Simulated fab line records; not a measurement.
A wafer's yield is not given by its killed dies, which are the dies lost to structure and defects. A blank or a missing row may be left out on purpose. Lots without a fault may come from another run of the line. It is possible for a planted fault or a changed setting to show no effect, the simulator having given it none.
Tool commonality check ; flow n5Finfet ; Sample size 9 lots and 27 wafers

## WHY IT WAS OPENED
At N5_BEOL_M4_RC_MEAS_101 the reading RS_NWELL is flagged on 2 of 9 lots. Fault-free wafers read 1038 ohm/sq, with a standard deviation of 7.1.
Rule: flag the lot when none of its wafers has a number, or when each of its wafers that has one lies beyond 4 standard deviations from that mean. The rest of the lots are taken to be sound.

lot;measured;on;RS_NWELL (ohm/sq), wafer by wafer;flag
L676;day 7 19:40;prober-02;1045 1038 1033;
L680;day 8 20:38;prober-02;1041 1038 1035;
L681;day 9 08:31;prober-01;1050 1032 1039;
L684;day 9 22:04;prober-02;950 954 953;FLAGGED
L682;day 10 00:50;prober-01;1036 1041 1035;
L686;day 10 06:25;prober-01;935 943 954;FLAGGED
L692;day 12 01:48;prober-02;1034 1030 1033;
L696;day 12 18:34;prober-02;1043 1027 1037;
L698;day 13 21:09;prober-02;1042 1037 1039;
Average over the flagged lots: 948 ohm/sq; offset from the usual -90 ohm/sq, equal to -13 standard deviations.

## WHICH TOOL RAN EACH LOT
Before the reading, the record contains 4 process steps out of a 1938-step route. Each cell gives the tool, then ch followed by the chambers the sampled wafers passed through, then the start.
lot;flag;N5_ZERO_LAYER_DESCUM_16;N5_ZERO_LAYER_ETCH_18;N5_WELL_APT_IMPLANT_14;N5_PMOS_HMC_CHANNEL_EPI_FIN_RECESS_16
L676;;rieDiel-01 ch 1,2,3, day 1 12:43;rieSi-06 ch 1,2,3, day 1 12:50;implanter-02 ch 0, day 1 13:56;rieSi-01 ch 0,1,2, day 1 18:26
L680;;rieDiel-06 ch 0,1, day 2 12:49;rieSi-06 ch 1,2, day 2 12:55;implanter-01 ch 0, day 2 13:58;rieSi-05 ch 0,1,3, day 2 17:41
L681;;rieDiel-06 ch 0,1, day 2 18:41;rieSi-06 ch 0,1, day 2 18:47;implanter-02 ch 0, day 2 20:02;rieSi-01 ch 1,3, day 2 23:41
L684;FLAGGED;rieDiel-01 ch 0,1, day 3 12:48;rieSi-03 ch 1,2,3, day 3 12:55;implanter-02 ch 0, day 3 14:35;rieSi-05 ch 1,2,3, day 3 18:23
L682;;rieDiel-06 ch 0,1,3, day 3 01:04;rieSi-04 ch 1,3, day 3 01:10;implanter-01 ch 0, day 3 02:17;rieSi-01 ch 0,1,2, day 3 06:08
L686;FLAGGED;rieDiel-06 ch 2,3, day 4 00:54;rieSi-03 ch 0,2,3, day 4 01:00;implanter-02 ch 0, day 4 02:08;rieSi-05 ch 0,1,2, day 4 06:42
L692;;rieDiel-03 ch 0,2,3, day 5 12:50;rieSi-03 ch 0,2,3, day 5 12:56;implanter-01 ch 0, day 5 14:16;rieSi-05 ch 0,1,2, day 5 17:53
L696;;rieDiel-06 ch 1,2,3, day 6 12:49;rieSi-03 ch 1,2,3, day 6 12:56;implanter-02 ch 0, day 6 14:25;rieSi-01 ch 0,1,3, day 6 19:05
L698;;rieDiel-06 ch 0,1,2, day 7 00:49;rieSi-06 ch 1,2, day 7 00:55;implanter-01 ch 0, day 7 01:56;rieSi-02 ch 0,1, day 7 06:16
What is done by these steps:
- N5_ZERO_LAYER_DESCUM_16: chemistry O2, time 7.9 s.
- N5_ZERO_LAYER_ETCH_18: etches Si in HBr/Cl2, target depth 120 nm, time 40 s.
- N5_WELL_APT_IMPLANT_14
- N5_PMOS_HMC_CHANNEL_EPI_FIN_RECESS_16: chemistry HBr/Cl2, target Si, target depth 54 nm, time 18 s.
- N5_BEOL_M4_RC_MEAS_101

## FLAGGED AGAINST TOTAL, ONE TOOL AT A TIME (gauges that did the reading follow at the end)
step;tool;lots run;flagged;share of the flagged lots;sound lots run after its first flagged lot
N5_ZERO_LAYER_DESCUM_16;rieDiel-01;2;1;some;0
N5_ZERO_LAYER_DESCUM_16;rieDiel-03;1;0;none;-
N5_ZERO_LAYER_DESCUM_16;rieDiel-06;6;1;some;2 (L696,L698)
N5_ZERO_LAYER_ETCH_18;rieSi-03;4;2;all;2 (L692,L696)
N5_ZERO_LAYER_ETCH_18;rieSi-04;1;0;none;-
N5_ZERO_LAYER_ETCH_18;rieSi-06;4;0;none;-
N5_WELL_APT_IMPLANT_14;implanter-01;4;0;none;-
N5_WELL_APT_IMPLANT_14;implanter-02;5;2;all;1 (L696)
N5_PMOS_HMC_CHANNEL_EPI_FIN_RECESS_16;rieSi-01;4;0;none;-
N5_PMOS_HMC_CHANNEL_EPI_FIN_RECESS_16;rieSi-02;1;0;none;-
N5_PMOS_HMC_CHANNEL_EPI_FIN_RECESS_16;rieSi-05;4;2;all;1 (L692)
N5_BEOL_M4_RC_MEAS_101;prober-01;3;1;some;0
N5_BEOL_M4_RC_MEAS_101;prober-02;6;1;some;3 (L692,L696,L698)

## THE TABLE: WHAT IT ALLOWS
Every flagged lot was run by 3 rows of the table: rieSi-03 at N5_ZERO_LAYER_ETCH_18, implanter-02 at N5_WELL_APT_IMPLANT_14 and rieSi-05 at N5_PMOS_HMC_CHANNEL_EPI_FIN_RECESS_16.
- rieSi-03 at N5_ZERO_LAYER_ETCH_18 ran 4 lots, 2 of them flagged. Lots that were sound ran on it after the first flagged one (L692, L696); a persistent fault on the entire tool would not allow that.
- implanter-02 at N5_WELL_APT_IMPLANT_14 ran 5 lots, 2 of them flagged. Lots that were sound ran on it after the first flagged one (L696); a persistent fault on the entire tool would not allow that. Its own readings (doseIonsCm2, faradayCurrentUA) fall more than 4 standard deviations out on all wafers of the flagged lots.
- rieSi-05 at N5_PMOS_HMC_CHANNEL_EPI_FIN_RECESS_16 ran 4 lots, 2 of them flagged. Lots that were sound ran on it after the first flagged one (L692); a persistent fault on the entire tool would not allow that.
Not one row of the table ran every flagged lot while running no sound lot after the first.

## WHAT THE SIMULATOR HAD INSERTED
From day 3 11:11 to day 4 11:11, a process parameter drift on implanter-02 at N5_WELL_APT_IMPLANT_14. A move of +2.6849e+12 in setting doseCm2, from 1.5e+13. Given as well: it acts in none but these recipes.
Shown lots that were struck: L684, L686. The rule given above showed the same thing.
